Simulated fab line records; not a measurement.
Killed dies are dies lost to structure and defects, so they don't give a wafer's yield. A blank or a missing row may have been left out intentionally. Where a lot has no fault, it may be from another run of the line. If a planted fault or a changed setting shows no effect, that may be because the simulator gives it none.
A struck lot beside a sound one / flow nandHarc / 13 steps out of a route of 1159
Sound: these wafers, L371.1, L371.4, L371.6. Wafers L379.3, L379.4, L379.5 were the ones struck. Last of all comes the cause.
At each step with rows: each side's tool, then ch and its chambers, then its first start. Under that, the readings that differ: sound wafers / struck wafers / difference of the means / sigmas: that difference in standard deviations of wafers without a fault.
alike: words and numbers the same on both sides, and readings whose means are apart by under 2 such deviations; not compared: readings that were withheld, readings missing a value for some wafer, numbers with overlapping values and no deviation given by the record, and bounds like >300 which may hide the same value.
Wherever a step has rows on one side only, a row that says differs or no value, or a row with sigmas, the two part there. Non-overlapping numbers with no deviation appear without sigmas and do not part them. A reading missing from all wafers of one side parts the sides only when that side holds two or more wafers.

NHARC_P_CONTACT_ETCH_36: etches the open film in N2/H2, target depth 260 nm, time 406.25 s.
  sound: rieDiel-01 ch 0,2; struck: rieDiel-01 ch 0,1
  alike: drypumpMotorCurrentA, oesProductAu, rfVppV, showerheadPlenumPTorr, throttleValvePct
  not compared: rfHoursCounterH
NHARC_P_CONTACT_ETCH_18: etches the open film in C4F8/O2/Ar, target depth 481 nm, time 240.5 s.
  sound: rieDiel-01 ch 0,2; struck: rieDiel-01 ch 1,2
  alike: oesProductAu, rfVppV
  not compared: rfHoursCounterH
then, 1 step without rows for these wafers: NHARC_P_CONTACT_STRIP_37 (strips in C4F8/O2/Ar).
NHARC_P_CONTACT_ETCH_31: etches the open film in CH3F/O2, target depth 30 nm, time 85.7 s.
  sound: rieDiel-01 ch 0,1; struck: rieDiel-01 ch 2,3
  alike: drypumpMotorCurrentA, oesProductAu, rfVppV, showerheadPlenumPTorr, throttleValvePct
  not compared: rfHoursCounterH
NHARC_P_CONTACT_CD_MEAS_19:
  sound on cdSem-02 at day 7 09:47; struck on cdSem-01 at day 9 17:23
  alike: cdNm
NHARC_P_CONTACT_STRIP_28: strips in O2.
  sound on rieDiel-01 ch 1,2, day 7 09:51; struck on rieDiel-11 ch 0,2,3, day 9 17:29
  alike: drypumpMotorCurrentA, oesProductAu, rfVppV, showerheadPlenumPTorr, throttleValvePct
  not compared: rfHoursCounterH
then, 3 steps without rows for these wafers: NHARC_P_CONTACT_STRIP_29 (strips in post etch residue remover, time 1200 s); NHARC_P_CONTACT_DEGAS_38 (time 60 s); NHARC_P_CONTACT_PRE_CLEAN_39 (time 19.5 s).
NHARC_P_CONTACT_PVD_32: deposits Ti, target thk 5 nm, time 17.7 s.
  sound on pvdSputter-01; struck on pvdSputter-03
  alike: substrateTempC, throttleValvePct
then, 2 steps without rows for these wafers: NHARC_P_CONTACT_ALD_22 (deposits TiN, target thk 3 nm, pulse time 1 s, ald cycles 150); NHARC_P_CONTACT_CVD_23 (deposits W, target thk 200 nm, time 557 s).
NHARC_P_CONTACT_CMP_24: polishes, t overpolish 30 s, target thk 200 nm.
  sound on cmp-02 ch 0,1,3, day 7 11:51; struck on cmp-02 ch 0,2,3, day 10 02:46
reading=timeToEndpointS (s); sound=36.5 35.4 40.1; struck=23.1 20.4 23.2; difference=-15.1; sigmas=-5
  alike: edgeZonePressureFrac, motorCurrentA, overpolishRunS

## WHERE THEY PART
Only at NHARC_P_CONTACT_CMP_24, within this record.

WHY: what had been put in by the simulator
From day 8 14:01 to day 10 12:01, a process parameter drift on cmp-02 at NHARC_P_CONTACT_CMP_24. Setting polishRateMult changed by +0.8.
